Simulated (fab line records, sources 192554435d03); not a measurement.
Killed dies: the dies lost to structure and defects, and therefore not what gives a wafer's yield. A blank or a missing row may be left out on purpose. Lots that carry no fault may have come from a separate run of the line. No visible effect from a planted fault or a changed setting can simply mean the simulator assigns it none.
Chamber matching | flow n5Finfet | pecvd-03 running N5_BEOL_M4_PECVD_72: 3 sister chambers
The step deposits SiO2 from TEOS/O2, target thk 16 nm, time 18 s. 6 wafers are shown with their chamber, then 9 later ones without.

EACH WAFER AND ITS CHAMBER
wafer  | chamber | throttleValvePct (%) | showerheadPlenumPTorr (Torr)
L077.3 | 2       | 21.1                 | 8.76
L079.5 | 2       | 21.2                 | 8.77
L083.2 | 0       | 24.3                 | 8.81
L088.1 | 1       | 23.5                 | 8.81
L088.4 | 0       | 24.3                 | 8.79
L088.5 | 1       | 23.3                 | 8.81

WAFERS WITHOUT THEIR CHAMBER
wafer  | throttleValvePct (%) | showerheadPlenumPTorr (Torr)
L090.3 | 23.2                 | 8.84
L090.4 | 21.6                 | 8.75
L090.5 | 23.2                 | 8.79
L089.1 | 21.5                 | 8.76
L089.2 | 24.1                 | 8.77
L089.6 | 21.4                 | 8.78
L095.1 | 24.0                 | 8.81
L095.3 | 23.3                 | 8.81
L095.6 | 23.3                 | 8.82

EACH ONE'S CHAMBER
wafer  | from the rows above | in truth
L090.3 | 1                   | 1
L090.4 | 2                   | 2
L090.5 | 1                   | 1
L089.1 | 2                   | 2
L089.2 | 0                   | 0
L089.6 | 2                   | 2
L095.1 | 0                   | 0
L095.3 | 1                   | 1
L095.6 | 1                   | 1
Correct placement for 9 of the 9. Can't be placed from these rows: 0. Number placed wrongly: 0.
How it was worked out, from the rows above alone: a wafer's distance from a chamber is the root of the sum, over the readings, of the square of ((its reading less the chamber's mean) divided by the reading's scatter). The wafer belongs to the nearest chamber; if the next one is less than 2 further off, it can't be placed. The mean given for a chamber averages the wafers shown for that chamber. The scatter: the root of (the sum of the squares of (reading less its chamber's mean) over the shown wafers, divided by (wafers less chambers)).
